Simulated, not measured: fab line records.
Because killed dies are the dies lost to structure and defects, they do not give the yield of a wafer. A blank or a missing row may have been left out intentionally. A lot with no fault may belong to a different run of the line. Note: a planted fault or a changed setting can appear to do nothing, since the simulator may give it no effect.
Struck lot and sound lot, side by side -- flow n5Finfet -- 15 steps out of a route of 1938
Sound: wafers L188.1, L188.2, L188.4. Struck: wafer L200.5. (L200.3, L200.6 of the same lot were not struck and are left out.) The cause comes at the end.
Order at every step that has rows: each side's tool, ch and its chambers, its first start. Under that, the readings that differ: sound wafers -- struck wafers -- difference of the means -- sigmas: that difference in standard deviations of wafers without a fault.
alike: words and numbers the same on both sides, and readings whose means are apart by under 2 such deviations; not compared: readings that were withheld, readings missing a value for some wafer, numbers with overlapping values and no deviation given by the record, and bounds like >300 which may hide the same value.
The two part at a step that has a row with sigmas, a row that says differs or no value, or rows on one side only. Numbers that don't overlap but have no deviation are shown without sigmas and don't part them. A reading that every wafer of one side lacks parts them only if that side has two wafers or more.

first, 8 steps without rows for these wafers: N5_BEOL_M10_COAT_63 (time 60 s, resist thk 100 nm); N5_BEOL_M10_COAT_64 (time 60 s, resist thk 30 nm); N5_BEOL_M10_COAT_22 (resist thk 90 nm); N5_BEOL_M10_EBR_24; N5_BEOL_M10_SOFTBAKE_23 (time 60 s); N5_BEOL_M10_EXPOSE_25 (exposes mask V9); N5_BEOL_M10_PEB_26 (peb time 60 s); N5_BEOL_M10_DEVELOP_27 (develop time 30 s).
N5_BEOL_M10_CD_MEAS_28: the cd target is 70 nm.
  sound on cdSem-01 ch 0, day 10 19:08; struck on cdSem-01 ch 0, day 14 18:56
  alike: cdNm
N5_BEOL_M10_OVL_MEAS_29:
  sound on overlay-01 ch 0, day 10 19:10; struck on overlay-02 ch 0, day 14 18:58
  alike: V9_OVL
N5_BEOL_M10_INSPECT_30: inspects for defects (brightfield).
  sound on defectInspect-01, day 10 19:11; struck on defectInspect-02, day 14 18:59
  alike: rawDefectCount
N5_BEOL_M10_DESCUM_33: chemistry O2, time 7.9 s.
  sound on rieDiel-04 ch 1,3, day 10 20:41; struck on rieDiel-02 ch 2, day 14 19:01
  alike: drypumpMotorCurrentA, oesProductAu, rfVppV, showerheadPlenumPTorr, throttleValvePct
  not compared: rfHoursCounterH
N5_BEOL_M10_ETCH_65: etches SiARC in CF4, target depth 39 nm, time 65 s.
  sound on rieDiel-04 ch 1,3, day 10 20:43; struck on rieDiel-02 ch 2, day 14 19:03
reading,sound,struck,difference,sigmas
etchRfOnTimeS (s),64.5 65.7 64.4,90.5,+25.6,+23
oesProductAu (a.u.),0.69 0.62 0.69,0.51,-0.16,-2
  alike: drypumpMotorCurrentA, rfVppV, showerheadPlenumPTorr, throttleValvePct
  not compared: rfHoursCounterH
N5_BEOL_M10_ETCH_66: etches SOC in N2/H2, target depth 120 nm, overetch 24 nm, time 180 s.
  sound on rieDiel-04 ch 1,3, day 10 20:46; struck on rieDiel-02 ch 2, day 14 19:06
  alike: drypumpMotorCurrentA, oesProductAu, rfVppV, showerheadPlenumPTorr, throttleValvePct
  not compared: rfHoursCounterH
next, for these wafers, 1 step has no rows: N5_PASSIVATION_PROBE_49.

== WHERE THEY PART ==
At N5_BEOL_M10_ETCH_65 and nowhere else, as far as this record goes. Later steps at which nothing parts them and some readings are alike: N5_BEOL_M10_ETCH_66.

WHY: what had been put in by the simulator
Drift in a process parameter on rieDiel-02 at N5_BEOL_M10_ETCH_65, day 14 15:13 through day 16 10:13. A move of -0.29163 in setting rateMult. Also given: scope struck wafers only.
